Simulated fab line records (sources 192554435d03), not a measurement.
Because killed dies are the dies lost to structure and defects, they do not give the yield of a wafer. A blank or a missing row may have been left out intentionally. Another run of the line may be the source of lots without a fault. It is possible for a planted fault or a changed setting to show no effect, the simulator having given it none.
fab line records	flow n5_finfet
record: lots: 7	wafers: 21	last_day: 19
route steps=1938 shown GATE_CUT@477 BEOL_M4@1111
lots that met no fault: from a run of the same line without faults
start_h: start of the lot's first displayed wafer, in hours after the record's first day	wait_h: hours since the lot's step before	" identical to the entry in the row above	L1.1+2: several wafers, shown together as one row	- value missing, or start not given	* or withheld: withheld	< > ~ a bound
route shown NAME@n: NAME is a module with steps in the file, n the number in the route of the first one	usual: mean/standard deviation of fault-free wafers	same: alike in all rows	chamber/n: place in a boat	sites: each site's reading	_std_site: their standard deviation	_edge_site: mean of outer sites minus mean of inner sites	radius_mm: how far each site lies from the wafer's centre	mask NAME#n: copy n	behind: tool/chamber where the wafer was last shaped	hold: the reason the lot was held/the length of the hold in hours/how it ended	device: whichever transistor did not switch (one of n, p or np)	end of line: the tests these same wafers got at the end of their route	a step without rows: its recipe alone	killed: the dies lost at the first sort to structure and to defects; this is not the yield of the wafer	map: dies across one wafer; x = killed, . = not, _ = none there
set.NAME: the run value of the setting; set.NAME@STEP: its run value at that earlier step	model.NAME: the simulator's own value behind a step, which no gauge read
one table for each step of the route and one row for each wafer, over a sample of lots
services: the hour from which a tool's chamber was out of use, counted from the record's first day as start_h (under 0 if before that day), plus the number of hours and why
== steps ==
step: N5_GATE_CUT_HM_DEP_46
recipe: material: SiO2	target_thk_a: 1300	temp_c: 400	precursor: TEOS/O2	pressure_torr: 6.5	rf_w: 900	teos_flow_sccm: 161.4	gas: O2	flow_sccm: 2650	time_s: 26.6
usual: heater_power_w: 608/120	showerhead_plenum_p_Torr: 8.37/0.038	throttle_valve_pct: 19.2/0.8
lot.wafer	tool	chamber	start_h	wait_h	heater_power_w	showerhead_plenum_p_Torr	throttle_valve_pct
L864.2	pecvd-01	0	80.07	0.0	662	8.39	19.1
L864.3	"	2	"	"	743	8.42	19.2
L864.5	"	1	"	"	390	8.33	20.1
L866.1	pecvd-01	2	95.12	0.0	723	8.42	18.8
L866.2	"	0	"	"	719	8.40	19.5
L866.5	"	0	"	"	737	8.38	19.3
L868.2	pecvd-01	0	108.51	0.0	647	8.39	19.1
L868.3	"	1	"	"	460	8.32	20.4
L868.5	"	1	"	"	470	8.36	20.6
L873.1	pecvd-01	2	135.94	0.0	877	8.41	19.2
L873.3	"	1	"	"	514	8.32	20.6
L873.5	"	2	"	"	860	8.44	19.3
L883.2	pecvd-01	1	198.37	0.0	487	8.36	20.7
L883.4	"	1	"	"	508	8.37	20.5
L883.6	"	0	"	"	619	8.38	19.2
L885.2	pecvd-01	1	210.93	0.0	462	8.35	20.5
L885.5	"	0	"	"	734	8.39	19.2
L885.6	"	2	"	"	865	8.45	19.4
L887.2	pecvd-01	1	220.54	0.0	487	8.35	20.5
L887.3	"	0	"	"	695	8.39	19.0
L887.5	"	2	"	"	753	8.43	19.6
step: N5_GATE_CUT_ETCH_28
recipe: chemistry: N2/H2	target: underlayer	target_depth_a: 130	mask_material: CAR-EUV	time_s: 10.4	ion_energy_ev: 200	pressure_mtorr: 30	source_w: 840	bias_w: 150	n2_flow_sccm: 200	h2_flow_sccm: 200	ends: cleared
usual: drypump_motor_current_A: 5.7/0.6	etch_rf_on_time_s: 10.35/0.17	h2_flow_sccm: 200.0/0.58	oes_product_au: 0.71/0.083	rf_vpp_V: 524.2/2.6	showerhead_plenum_p_Torr: 2.55/0.09	throttle_valve_pct: 17.85/0.19
lot.wafer	tool	chamber	start_h	wait_h	drypump_motor_current_A	etch_rf_on_time_s	h2_flow_sccm	oes_product_au	rf_hours_counter_h	rf_vpp_V	showerhead_plenum_p_Torr	throttle_valve_pct
L864.2	rie_diel-04	1	80.57	0.0	5.9	10.14	200.1	0.68	111	525.9	2.67	17.87
L864.3	"	0	"	"	5.4	10.48	200.7	0.59	240	519.5	2.41	17.98
L864.5	"	1	"	"	5.9	10.25	200.0	0.68	-	527.3	2.67	17.88
L866.1	rie_diel-06	2	95.74	0.0	6.6	10.37	199.3	0.60	245	525.2	2.61	18.29
L866.2	"	1	"	"	4.9	10.60	199.7	0.63	178	524.2	2.53	17.84
L866.5	"	3	"	"	5.1	10.50	199.9	0.63	-	521.0	2.43	18.19
L868.2	rie_diel-01	2	109.01	0.0	4.8	10.32	200.3	0.68	122	520.0	2.45	17.83
L868.3	"	1	"	"	6.8	10.40	200.2	0.73	52	527.0	2.59	17.73
L868.5	"	1	"	"	6.8	10.46	199.6	0.73	-	526.4	2.59	17.74
L873.1	rie_diel-04	0	136.43	0.0	5.4	10.36	199.9	0.85	2	529.0	2.72	17.58
L873.3	"	1	"	"	5.9	10.17	201.1	0.67	133	526.9	2.66	17.90
L873.5	"	3	"	"	5.8	10.29	200.1	0.79	-	526.1	2.59	17.64
L883.2	rie_diel-06	3	198.99	0.0	5.1	10.55	199.7	0.60	207	520.6	2.42	18.24
L883.4	"	2	"	"	6.6	10.08	199.3	0.81	13	525.3	2.60	17.89
L883.6	"	1	"	"	5.0	10.55	200.3	0.63	-	524.0	2.52	17.89
L885.2	rie_diel-04	3	211.42	0.0	5.9	10.37	200.5	0.76	40	526.5	2.58	17.65
L885.5	"	1	"	"	5.9	10.27	199.8	0.65	-	526.8	2.65	17.94
L885.6	"	0	"	"	5.4	10.48	200.6	0.78	-	527.2	2.71	17.61
L887.2	rie_diel-06	3	221.30	0.0	5.1	10.57	200.4	0.60	213	520.5	2.41	18.26
L887.3	"	0	"	"	6.2	10.27	200.3	0.76	36	524.6	2.60	17.68
L887.5	"	0	"	"	6.3	10.25	200.5	0.76	-	526.9	2.60	17.68
step: N5_GATE_CUT_HM_OPEN_40
recipe: chemistry: C4F6/O2	target: SiO2	mask_material: SiARC	target_depth_a: 1390	time_s: 85.1	ion_energy_ev: 250	pressure_mtorr: 30	source_w: 345	bias_w: 185	Ar_flow_sccm: 300	C4F6_flow_sccm: 10	O2_flow_sccm: 10	ends: cleared
usual: C4F6_flow_sccm: 9.997/0.029	drypump_motor_current_A: 5.7/0.6	etch_rf_on_time_s: 93.3/1.8	mfc_ar_sccm: 300.1/0.88	oes_product_au: 0.75/0.087	rf_vpp_V: 669/6	showerhead_plenum_p_Torr: 2.86/0.095	throttle_valve_pct: 20.93/0.18
lot.wafer	tool	chamber	start_h	wait_h	C4F6_flow_sccm	drypump_motor_current_A	etch_rf_on_time_s	mfc_ar_sccm	oes_product_au	rf_hours_counter_h	rf_vpp_V	showerhead_plenum_p_Torr	throttle_valve_pct
L864.2	rie_diel-04	1	80.70	0.0	10.000	5.9	90.6	300.6	0.72	111	670	2.99	21.00
L864.3	"	0	"	"	10.023	5.4	94.0	298.4	0.62	240	659	2.70	21.06
L864.5	"	1	"	"	9.991	5.9	92.6	300.3	0.73	-	669	2.99	20.98
L866.1	rie_diel-06	2	95.87	0.0	9.926	6.6	92.2	300.4	0.63	245	676	2.92	21.33
L866.2	"	1	"	"	9.969	4.9	92.9	298.8	0.68	178	678	2.84	20.92
L866.5	"	3	"	"	9.983	5.1	94.9	299.9	0.67	-	666	2.72	21.27
L868.2	rie_diel-01	2	109.14	0.0	9.985	4.9	86.8	299.6	0.71	122	670	2.76	20.98
L868.3	"	1	"	"	9.999	6.8	88.7	299.8	0.76	52	654	2.90	20.83
L868.5	"	1	"	"	10.006	6.8	95.5	300.2	0.77	-	655	2.90	20.81
L873.1	rie_diel-04	0	136.56	0.0	9.969	5.3	92.9	299.0	0.91	2	670	3.03	20.71
L873.3	"	1	"	"	10.002	5.9	87.6	300.0	0.70	133	670	2.98	21.03
L873.5	"	3	"	"	10.006	5.8	95.4	299.9	0.83	-	672	2.90	20.70
L883.2	rie_diel-06	3	199.12	0.0	10.036	5.1	94.0	300.9	0.65	207	666	2.71	21.29
L883.4	"	2	"	"	10.010	6.6	90.5	299.2	0.85	13	677	2.91	20.98
L883.6	"	1	"	"	9.920	5.0	94.9	299.5	0.66	-	677	2.82	20.97
L885.2	rie_diel-04	3	211.55	0.0	9.990	5.9	91.9	300.2	0.79	40	672	2.89	20.72
L885.5	"	1	"	"	9.995	5.9	92.7	300.7	0.69	-	666	2.97	21.05
L885.6	"	0	"	"	9.977	5.3	95.1	299.7	0.84	-	671	3.02	20.73
L887.2	rie_diel-06	3	221.43	0.0	10.009	5.1	92.9	302.1	0.64	213	665	2.71	21.30
L887.3	"	0	"	"	9.990	6.2	91.5	301.9	0.81	36	665	2.91	20.73
L887.5	"	0	"	"	9.961	6.3	92.5	302.5	0.81	-	663	2.91	20.74
step: N5_GATE_CUT_CUT_ETCH_53
recipe: chemistry: SF6/Cl2	target: W	mask_material: SiO2	target_depth_a: 792	pressure_mtorr: 8	icp_w: 900	bias_w: 80	SF6_flow_sccm: 40	Cl2_flow_sccm: 60	ends: cleared
usual: SF6_flow_sccm: 40.00/0.12	drypump_motor_current_A: 5.5/0.4	etch_rf_on_time_s: 26.23/0.26	oes_product_au: 0.65/0.095	throttle_valve_pct: 28.90/0.2
lot.wafer	tool	chamber	start_h	wait_h	SF6_flow_sccm	drypump_motor_current_A	etch_rf_on_time_s	oes_product_au	rf_hours_counter_h	throttle_valve_pct
L864.2	rie_metal-01	0	80.93	0.1	39.77	5.1	25.99	0.63	78	29.21
L864.3	"	1	"	"	39.94	6.1	26.44	0.62	-	28.88
L864.5	"	1	"	"	40.03	6.1	26.31	0.63	-	28.89
L866.1	rie_metal-01	1	96.10	0.1	39.87	6.1	26.42	0.62	77	28.92
L866.2	"	0	"	"	39.85	5.1	26.25	0.62	80	29.21
L866.5	"	0	"	"	39.91	5.1	26.23	0.63	-	29.19
L868.2	rie_metal-02	1	109.37	0.1	39.86	5.8	26.10	0.58	113	28.85
L868.3	"	1	"	"	40.08	5.8	26.32	0.57	-	28.84
L868.5	"	1	"	"	40.11	5.8	26.26	0.57	-	28.86
L873.1	rie_metal-01	1	136.79	0.1	39.99	6.1	26.41	0.62	81	28.91
L873.3	"	1	"	"	40.01	6.1	26.52	0.61	-	28.92
L873.5	"	1	"	"	39.92	6.1	26.51	0.61	-	28.92
L883.2	rie_metal-03	1	199.34	0.1	40.20	5.2	26.28	0.78	18	28.66
L883.4	"	1	"	"	40.05	5.3	26.44	0.79	-	28.66
L883.6	"	1	"	"	40.12	5.2	26.23	0.78	-	28.68
L885.2	rie_metal-01	1	211.78	0.1	40.20	6.1	26.76	0.60	89	28.92
L885.5	"	1	"	"	39.99	6.1	26.67	0.60	-	28.92
L885.6	"	0	"	"	40.03	5.1	26.34	0.60	-	29.20
L887.2	rie_metal-03	1	221.67	0.1	40.08	5.2	26.49	0.78	19	28.67
L887.3	"	0	"	"	40.09	5.3	25.92	0.88	-	29.01
L887.5	"	1	"	"	40.03	5.2	26.88	0.76	-	28.66
step: N5_GATE_CUT_ETCH_47
recipe: chemistry: Cl2/BCl3	target: SiO2	target_depth_a: 100	pressure_mtorr: 10	icp_w: 1000	bias_w: 126	Cl2_flow_sccm: 53.25	bcl3_flow_sccm: 21.75	Ar_flow_sccm: 25
usual: drypump_motor_current_A: 5.5/0.4	mfc_ar_sccm: 24.98/0.073	oes_product_au: 0.71/0.11	throttle_valve_pct: 22.82/0.19
lot.wafer	tool	chamber	start_h	wait_h	drypump_motor_current_A	mfc_ar_sccm	oes_product_au	rf_hours_counter_h	throttle_valve_pct
L864.2	rie_metal-01	0	81.08	0.0	5.1	25.06	0.69	78	23.08
L864.3	"	1	"	"	6.1	24.93	0.68	-	22.81
L864.5	"	1	"	"	6.1	24.98	0.69	-	22.81
L866.1	rie_metal-01	1	96.25	0.0	6.1	24.97	0.69	77	22.83
L866.2	"	0	"	"	5.1	24.94	0.69	80	23.07
L866.5	"	0	"	"	5.1	24.95	0.69	-	23.07
L868.2	rie_metal-02	1	109.52	0.0	5.8	24.94	0.64	113	22.82
L868.3	"	1	"	"	5.8	24.92	0.64	-	22.79
L868.5	"	1	"	"	5.8	25.04	0.64	-	22.82
L873.1	rie_metal-01	1	136.94	0.0	6.1	25.08	0.69	81	22.84
L873.3	"	1	"	"	6.1	24.94	0.67	-	22.83
L873.5	"	1	"	"	6.1	25.00	0.69	-	22.83
L883.2	rie_metal-03	1	199.49	0.0	5.2	24.97	0.87	18	22.52
L883.4	"	1	"	"	5.2	25.03	0.87	-	22.51
L883.6	"	1	"	"	5.2	24.91	0.87	-	22.52
L885.2	rie_metal-01	1	211.93	0.0	6.1	24.99	0.67	89	22.84
L885.5	"	1	"	"	6.1	24.98	0.67	-	22.85
L885.6	"	0	"	"	5.1	25.01	0.68	-	23.10
L887.2	rie_metal-03	1	221.82	0.0	5.2	24.94	0.86	19	22.53
L887.3	"	0	"	"	5.3	25.04	0.97	-	22.86
L887.5	"	1	"	"	5.2	25.03	0.85	-	22.53
step: N5_GATE_CUT_THK_MEAS_24
recipe: reads: SiO2_of_GATE_CUT_HM_DEP_46+SiO2_flowable_of_ILD0_FCVD_FILL_01
usual: GC_FILL_THK: 220.1/1.7
lot.wafer	tool	chamber	start_h	wait_h	GC_FILL_THK[nm]
L864.2	film_metro-01	-	83.15	-	217.1
L864.3	"	-	"	"	219.5
L864.5	"	-	"	"	221.8
L866.1	film_metro-02	-	98.33	-	218.5
L866.2	"	-	"	"	218.1
L866.5	"	-	"	"	222.1
L868.2	film_metro-01	-	111.64	-	211.4
L868.3	"	-	"	"	210.9
L868.5	"	-	"	"	221.4
L873.1	film_metro-01	-	139.02	-	222.1
L873.3	"	-	"	"	214.2
L873.5	"	-	"	"	224.5
L883.2	film_metro-02	-	201.57	-	219.9
L883.4	"	-	"	"	219.1
L883.6	"	-	"	"	220.3
L885.2	film_metro-02	-	214.02	-	218.8
L885.5	"	-	"	"	220.9
L885.6	"	-	"	"	221.6
L887.2	film_metro-01	-	223.90	-	217.9
L887.3	"	-	"	"	219.7
L887.5	"	-	"	"	223.2
step: N5_BEOL_M4_RC_MEAS_101
usual: DIBL_N: 36.4/1.4	DIBL_P: 36.4/1.5	IOFF_N: 0.156/0.022	IOFF_P: 0.210/0.023	ION_N: 675/9.1	ION_P: 463/5.7	SS_N: 71.6/0.45	SS_P: 73.3/0.56	VT_N: 250/3.1	VT_P: -250.3/2.3
lot.wafer	tool	chamber	start_h	wait_h	DIBL_N[mV/V]	DIBL_P[mV/V]	IOFF_N[nA/um]	IOFF_P[nA/um]	ION_N[uA/um]	ION_P[uA/um]	SS_N[mV/dec]	SS_P[mV/dec]	VT_N[mV]	VT_P[mV]
L864.2	prober-01	0	198.47	0.2	35.5	32.1	0.117	0.181	667	459	71.3	73.0	259	-252.0
L864.3	"	0	"	"	38.7	36.9	0.175	0.263	674	463	72.3	73.6	249	-247.5
L864.5	"	0	"	"	37.8	35.6	0.158	0.238	680	465	72.1	74.2	251	-249.4
L868.2	prober-01	0	221.91	0.2	34.3	35.6	0.126	0.196	674	469	70.8	72.6	250	-251.6
L868.3	"	0	"	"	34.1	34.4	0.120	0.192	677	472	71.4	72.4	254	-249.2
L868.5	"	0	"	"	35.5	36.1	0.141	0.218	673	472	71.5	73.1	248	-245.6
L866.1	prober-02	0	222.00	0.0	34.5	34.8	0.139	0.180	663	453	71.0	72.3	252	-248.9
L866.2	"	0	"	"	35.7	36.9	0.163	0.217	672	459	71.0	73.5	248	-248.0
L866.5	"	0	"	"	35.5	37.1	0.166	0.213	678	462	71.6	73.3	248	-248.4
L873.1	prober-01	0	249.15	0.0	36.8	37.6	0.161	0.204	683	463	71.3	72.9	250	-250.2
L873.3	"	0	"	"	36.9	37.7	0.157	0.212	670	457	71.6	73.1	253	-247.6
L873.5	"	0	"	"	35.2	36.0	0.137	0.183	667	458	71.2	73.0	253	-249.6
L883.2	prober-02	0	311.12	0.2	34.7	36.0	0.134	0.192	678	465	71.1	72.3	252	-251.0
L883.4	"	0	"	"	34.6	35.4	0.130	0.187	661	459	71.7	72.1	251	-251.1
L883.6	"	0	"	"	33.9	34.7	0.116	0.168	665	456	71.0	72.4	254	-252.2
L885.2	prober-01	0	317.64	0.2	37.2	37.8	0.178	0.224	680	465	71.8	73.4	246	-249.6
L885.5	"	0	"	"	38.5	37.8	0.199	0.230	683	464	72.1	73.7	247	-250.2
L885.6	"	0	"	"	36.9	36.5	0.160	0.202	681	466	71.9	73.5	248	-252.1
L887.2	prober-02	0	342.34	0.2	37.0	38.0	0.164	0.233	669	468	71.6	73.6	250	-249.7
L887.3	"	0	"	"	35.1	36.5	0.139	0.205	669	465	71.4	72.4	252	-248.6
L887.5	"	0	"	"	36.8	38.2	0.174	0.235	676	467	71.8	72.8	249	-249.1
== services ==
tool	chamber	start_h	hours	kind
rie_diel-06	2	57.16	4.2	repair
rie_metal-01	-	62.67	1.4	pm
rie_diel-01	0	66.08	1.5	repair
rie_diel-04	3	71.71	-	clean
rie_diel-04	3	71.71	-	consumable_replace:focus_ring
rie_diel-04	3	71.71	15.5	scheduled_down
rie_diel-04	3	71.71	15.5	vent_cycle
rie_diel-06	0	73.30	-	clean
rie_diel-06	0	73.30	-	consumable_replace:focus_ring
rie_diel-06	0	73.30	18.6	scheduled_down
rie_diel-06	0	73.30	18.6	vent_cycle
rie_diel-06	-	92.89	0.4	repair
pecvd-01	2	100.32	2.1	scheduled_down
rie_metal-01	-	113.53	1.1	repair
rie_diel-06	2	114.51	5.9	repair
rie_diel-06	-	116.53	12.6	repair
rie_metal-01	0	154.55	3.4	repair
pecvd-01	0	174.52	5.0	scheduled_down
pecvd-01	1	179.52	2.1	scheduled_down
rie_diel-06	1	183.64	4.6	repair
rie_diel-01	0	196.72	1.8	repair
rie_diel-01	1	196.83	5.2	repair
rie_diel-06	-	213.84	2.8	pm
rie_metal-02	-	213.88	0.3	repair
== key ==
first_sign: step: N5_GATE_CUT_HM_OPEN_40	reading: etch_rf_on_time_s	direction: down	sigmas: 3.1	usual: *	struck: *
effect: step: N5_GATE_CUT_THK_MEAS_24	reading: GC_FILL_THK	direction: down	sigmas: 4.6	usual: 220.1	struck: 212.2
met_at N5_GATE_CUT_HM_DEP_46
struck_lots L868,L873
struck_wafers L868.2,L868.3,L873.3
not_acting_at N5_GATE_CUT_ETCH_28,N5_GATE_CUT_CUT_ETCH_53,N5_GATE_CUT_ETCH_47
onset_between 95.12 108.51
fault: kind: process_parameter_drift	tool: pecvd-01	chamber: -	onset_h: 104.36	steps: N5_GATE_CUT_HM_DEP_46	channel: time_s	offset: *	shape: step	end_h: 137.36	scope: struck_wafers_only	acts_in: *	stated: *
